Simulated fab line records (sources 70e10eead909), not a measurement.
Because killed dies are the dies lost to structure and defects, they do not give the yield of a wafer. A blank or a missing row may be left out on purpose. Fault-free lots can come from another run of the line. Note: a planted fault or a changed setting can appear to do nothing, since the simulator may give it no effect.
Which tool did it?	flow nandHarc	12 lots, 35 wafers sampled, at 6 steps of a route of 1159

WHAT EACH GAUGE READ, for each wafer
NHARC_END_SORT_01.
lot	measured	on	defectLimitedYield (%)	killedAtArray	killedAtOther	killedAtPeriphery	killedDies	killedOpen	killedShort	sort_bin_2_pct (%)	sort_bin_3_pct (%)	sort_bin_4_pct (%)	sortNPass	sortRimYieldPct (%)	sortYieldPct (%)
L990	day 20 11:52	prober-02	97.8 98.4 98.1	13 9 11	2 1 0	0 1 2	15 11 13	3 1 1	3 0 2	1.0 0.4 0.3	0.15 0 0	1.0 1.2 1.6	662 666 664	96 99 99	97.8 98.4 98.1
L995	day 21 20:15	prober-02	96.6 97.5 97.8	20 14 14	1 2 1	2 1 0	23 17 15	2 2 1	6 6 0	1.5 1.2 0.4	0.44 0.15 0.15	1.5 1.2 1.6	654 660 662	95 99 100	96.6 97.5 97.8
L103	day 24 05:43	prober-02	93.2 94.5 92.8	43 37 44	1 0 3	2 0 2	46 37 49	4 4 2	2 2 1	2.2 1.9 3.8	0.30 0.30 0	4.3 3.2 3.4	631 640 628	86 93 86	93.2 94.5 92.8

EACH LOT AND THE TOOL THAT RAN IT (in order: tool; ch and the chambers of the sampled wafers; start)
lot	NHARC_P_M0_PRE_CLEAN_31	NHARC_P_M1_STRIP_18	NHARC_P_M1_ECD_22	NHARC_P_M1_CMP_23	NHARC_P_M1_PRE_CLEAN_32
L987	pecvd-01 ch 0,1,2, day 6 14:50	rieDiel-13 ch 0,1,2, day 6 16:44	ecdCu-02 ch 0,1, day 6 17:46	cmp-03 ch 0,1,3, day 6 18:30	pecvd-02 ch 0,1, day 6 19:04
L989	pecvd-03 ch 0,1, day 6 17:24	rieDiel-13 ch 0,1, day 6 19:14	ecdCu-01 ch 0,1, day 6 20:14	cmp-03 ch 0,2,3, day 6 21:01	pecvd-03 ch 0,1,2, day 6 21:29
L988	pecvd-02 ch 0,1,2, day 6 17:39	rieDiel-04 ch 0,2,3, day 6 19:30	ecdCu-02 ch 0,1, day 6 20:28	cmp-02 ch 1,2,3, day 6 21:17	pecvd-03 ch 0,2, day 6 21:50
L990	pecvd-02 ch 0,1,2, day 6 23:59	rieDiel-13 ch 0,1,3, day 7 01:49	ecdCu-01 ch 0,1, day 7 02:50	cmp-02 ch 0,3, day 7 03:31	pecvd-03 ch 0,1, day 7 04:05
L991	pecvd-02 ch 0,1,2, day 7 00:54	rieDiel-13 ch 1,2, day 7 02:47	ecdCu-02 ch 0,1, day 7 03:51	cmp-01 ch 0,1,3, day 7 04:33	pecvd-03 ch 0,1,2, day 7 05:05
L992	pecvd-02 ch 0,1,2, day 7 01:40	rieDiel-13 ch 0,1,2, day 7 03:29	ecdCu-02 ch 0,1, day 7 04:29	cmp-03 ch 1,2, day 7 05:11	pecvd-02 ch 0,1,2, day 7 05:42
L993	pecvd-01 ch 0,1, day 7 22:24	rieDiel-13 ch 0,3, day 8 00:17	ecdCu-01 ch 0,1, day 8 01:16	cmp-01 ch 1,2, day 8 02:04	pecvd-03 ch 1,2, day 8 02:50
L994	pecvd-02 ch 0,1, day 8 02:18	rieDiel-04 ch 0,2,3, day 8 04:22	ecdCu-01 ch 0,1, day 8 05:20	cmp-03 ch 0,1,3, day 8 06:07	pecvd-01 ch 1,2, day 8 06:35
L995	pecvd-02 ch 0,1, day 8 02:51	rieDiel-04 ch 0,1,2, day 8 05:05	ecdCu-02 ch 0,1, day 8 06:17	cmp-03 ch 0,2,3, day 8 06:58	pecvd-01 ch 0,1, day 8 07:28
L996	pecvd-02 ch 0, day 8 09:35	rieDiel-04 ch 1, day 8 11:41	ecdCu-01 ch 0,1, day 8 12:42	cmp-03 ch 3, day 8 13:22	pecvd-02 ch 0, day 8 13:56
L103	pecvd-02 ch 0,2, day 10 08:41	rieDiel-13 ch 2, day 10 10:40	ecdCu-02 ch 0,1, day 10 12:08	cmp-01 ch 0,1,2, day 10 12:51	pecvd-03 ch 0,1,2, day 10 13:24
L106	pecvd-02 ch 0,1, day 11 00:47	rieDiel-13 ch 0,2, day 11 02:39	ecdCu-02 ch 0,1, day 11 03:43	cmp-02 ch 0,2,3, day 11 04:28	pecvd-02 ch 0,1,2, day 11 04:58
- NHARC_P_M0_PRE_CLEAN_31: time 12 s.
- NHARC_P_M1_STRIP_18: strips in N2/H2.
- NHARC_P_M1_ECD_22: material Cu, target thk 400 nm.
- NHARC_P_M1_CMP_23: polishes, t overpolish 20 s, target thk 157.82 nm.
- NHARC_P_M1_PRE_CLEAN_32: time 12 s.

WHAT THE TOOLS THEMSELVES READ (means of the sampled wafers that have a number; where no wafer has one, the mark that the record gives instead)
NHARC_P_M0_PRE_CLEAN_31.
lot	tool	heaterPowerW (W)
L987	pecvd-01	578
L989	pecvd-03	625
L988	pecvd-02	659
L990	pecvd-02	658
L991	pecvd-02	664
L992	pecvd-02	661
L993	pecvd-01	529
L994	pecvd-02	574
L995	pecvd-02	573
L996	pecvd-02	648
L103	pecvd-02	659
L106	pecvd-02	600

NHARC_P_M1_STRIP_18.
lot	tool	drypumpMotorCurrentA (A)	oesProductAu (a.u.)	rfVppV (V)	showerheadPlenumPTorr (Torr)	throttleValvePct (%)
L987	rieDiel-13	5.7	1.012	90.7	2.06	14.177
L989	rieDiel-13	5.7	1.009	90.1	1.97	14.172
L988	rieDiel-04	5.5	1.004	90.8	2.14	14.170
L990	rieDiel-13	5.7	1.004	91.1	2.03	14.177
L991	rieDiel-13	5.7	1.000	91.9	2.14	14.173
L992	rieDiel-13	5.7	1.005	90.6	2.06	14.173
L993	rieDiel-13	5.3	1.010	90.3	1.97	14.167
L994	rieDiel-04	5.5	1.005	91.8	2.14	14.176
L995	rieDiel-04	5.8	1.002	91.3	2.18	14.170
L996	rieDiel-04	6.2	0.998	91.3	2.15	14.166
L103	rieDiel-13	5.3	1.007	91.0	2.16	14.171
L106	rieDiel-13	5.3	0.998	90.4	2.08	14.169

NHARC_P_M1_CMP_23.
lot	tool	motorCurrentA (A)	timeToEndpointS (s)
L987	cmp-03	11.8	29.8
L989	cmp-03	12.8	30.4
L988	cmp-02	12.1	30.0
L990	cmp-02	11.1	31.7
L991	cmp-01	12.3	29.6
L992	cmp-03	14.1	25.3
L993	cmp-01	10.6	30.3
L994	cmp-03	11.8	28.5
L995	cmp-03	12.9	30.2
L996	cmp-03	10.1	22.9
L103	cmp-01	11.5	32.0
L106	cmp-02	11.0	33.3

NHARC_P_M1_PRE_CLEAN_32.
lot	tool	heaterPowerW (W)
L987	pecvd-02	601
L989	pecvd-03	643
L988	pecvd-03	560
L990	pecvd-03	674
L991	pecvd-03	632
L992	pecvd-02	650
L993	pecvd-03	601
L994	pecvd-01	575
L995	pecvd-01	527
L996	pecvd-02	609
L103	pecvd-03	604
L106	pecvd-02	640

THE ANSWER, worked out from the rows above alone
Rule: the usual values come from the lots themselves. Put in order of their means at a reading, lots are off if they are a third of the lots or fewer, leave a main group of 4 or more, and stand apart from it by a gap of 3 or more times the standard deviation of the main group's means; of several such gaps the widest counts. Not used: any main group whose means are identical at the precision the tables above print for the reading. Also off: a lot with no number at a reading for which 4 or more lots have one. The other lots that the step has rows for count as sound. Order of review: gauges by route order, followed by the tools' own readings, for which a lot's mean as printed above is used. At the first step where some lot is off, the reading lying furthest off is the one used; lots without a number count as furthest.
Across all readings shown, no lot is off: no conclusion can be drawn from this.

WHAT THE SIMULATOR PUT IN
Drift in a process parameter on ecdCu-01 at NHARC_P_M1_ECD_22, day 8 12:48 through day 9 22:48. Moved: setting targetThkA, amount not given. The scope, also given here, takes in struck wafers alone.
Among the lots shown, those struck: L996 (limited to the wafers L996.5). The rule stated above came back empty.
